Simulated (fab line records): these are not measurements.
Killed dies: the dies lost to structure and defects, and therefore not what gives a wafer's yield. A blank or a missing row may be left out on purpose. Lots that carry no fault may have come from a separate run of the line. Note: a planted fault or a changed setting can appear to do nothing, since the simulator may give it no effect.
Which tool is to blame? ; flow n5Finfet ; 10 lots with 30 wafers sampled at 2 steps, on a route of 1938 steps

WHAT THE GAUGES READ, wafer by wafer
N5_BEOL_M10_CD_MEAS_28: target cd 70 nm.
lot;measured;on;cdNm (nm)
L938;day 9 17:04;cdSem-01;70.2 70.2 70.2
L940;day 10 04:47;cdSem-03;69.5 71.0 70.3
L939;day 10 21:32;cdSem-03;69.7 68.8 70.1
L942;day 11 15:26;cdSem-02;69.8 70.1 70.0
L949;day 13 17:49;cdSem-03;70.6 71.3 70.7
L951;day 14 06:16;cdSem-01;78.1 76.5 78.1
L956;day 14 20:10;cdSem-02;70.7 71.1 70.9
L955;day 15 01:54;cdSem-02;76.2 76.4 75.4
L958;day 15 23:21;cdSem-03;69.7 68.8 69.8
L960;day 17 03:49;cdSem-02;70.1 70.3 69.9

WHAT TOOL EACH LOT RAN ON (gives the tool, then ch and the chambers of the sampled wafers, and finally the start)
lot;N5_BEOL_M10_EXPOSE_25
L938;arfiScanner-02 ch 0, day 9 16:56
L940;arfiScanner-02 ch 0, day 10 04:40
L939;arfiScanner-01 ch 0, day 10 21:25
L942;arfiScanner-03 ch 0, day 11 15:18
L949;arfiScanner-01 ch 0, day 13 17:41
L951;arfiScanner-01 ch 0, day 14 06:08
L956;arfiScanner-03 ch 0, day 14 20:02
L955;arfiScanner-01 ch 0, day 15 01:46
L958;arfiScanner-03 ch 0, day 15 23:13
L960;arfiScanner-03 ch 0, day 17 03:41
- N5_BEOL_M10_EXPOSE_25: exposes mask V9.

THE ANSWER, worked out from the rows above alone
Rule: the usual values come from the lots themselves. The widest of any qualifying gaps counts: lots, ordered by their means at a reading, are off when they make up no more than a third of the lots, leave a main group of 4 or more, and stand apart from it by 3 or more times the standard deviation of that group's means. A main group whose means are all the same, to the digits that the tables above print for the reading, isn't used. Also off: a lot with no number at a reading for which 4 or more lots have one. All remaining lots with rows at the step are treated as sound.
Off at N5_BEOL_M10_CD_MEAS_28 (cdNm): L951, L955. The main group: mean 70.2 nm, standard deviation 0.5.
A tool fits if, at a process step before that reading, it ran every lot that is off, and no sound lot after the first of them. Those tools and the gauges at N5_BEOL_M10_CD_MEAS_28 are tried in the same way. One fits: arfiScanner-01 at N5_BEOL_M10_EXPOSE_25. Its last sound lot is L949 (day 13 17:41), its first lot that is off L951 (day 14 06:08): a fault that began between those two fits.

WHAT THE SIMULATOR HAD INSERTED
Process parameter drift: arfiScanner-01, from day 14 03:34 on, at N5_BEOL_M10_EXPOSE_25. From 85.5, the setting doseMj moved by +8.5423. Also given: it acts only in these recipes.
Struck lots among those shown: L951, L955. The rule above found the same.
